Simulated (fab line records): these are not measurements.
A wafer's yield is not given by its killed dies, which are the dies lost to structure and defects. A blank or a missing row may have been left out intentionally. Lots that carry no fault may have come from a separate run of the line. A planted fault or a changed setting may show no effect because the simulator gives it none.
Matching of chambers -- flow nandHarc -- NHARC_P_BONDPAD_ETCH_37 on rieDiel-06: 4 sister chambers
The step etches the open film in N2/H2, target depth 60 nm, overetch 18 nm, time 65.91 s. 8 wafers are shown with their chamber, then 8 later ones without.

EACH WAFER AND ITS CHAMBER
wafer,chamber,drypumpMotorCurrentA (A),rfVppV (V)
L077.2,1,5.5,428.2
L078.1,1,5.5,428.5
L083.4,0,5.6,432.1
L083.6,2,5.8,430.9
L088.1,3,5.2,430.9
L088.4,3,5.2,429.9
L088.5,0,5.5,431.7
L090.3,2,5.8,430.0

WAFERS MISSING THEIR CHAMBER
wafer,drypumpMotorCurrentA (A),rfVppV (V)
L090.4,5.2,430.9
L090.5,5.5,432.0
L093.3,5.5,427.9
L093.4,5.8,430.8
L093.5,5.5,428.8
L096.3,5.8,431.5
L096.5,5.8,429.4
L096.6,5.5,428.2

WHICH CHAMBER EACH WENT THROUGH
wafer,from the rows above,in truth
L090.4,3,3
L090.5,0,0
L093.3,1,1
L093.4,2,2
L093.5,1,1
L096.3,2,2
L096.5,2,2
L096.6,1,1
Correct placement for 8 of the 8. Can't be placed from these rows: 0. Number placed wrongly: 0.
How it was worked out, from the rows above alone: a wafer's distance from a chamber is the root of the sum, over the readings, of the square of ((its reading less the chamber's mean) divided by the reading's scatter). If the next closest chamber is less than 2 further off than the closest, the wafer can't be placed; otherwise it belongs to the closest. Each chamber's mean is taken over the wafers shown for it. The scatter: take each reading less its chamber's mean, square it, sum over the shown wafers, divide by the number of wafers less the number of chambers, and take the root.
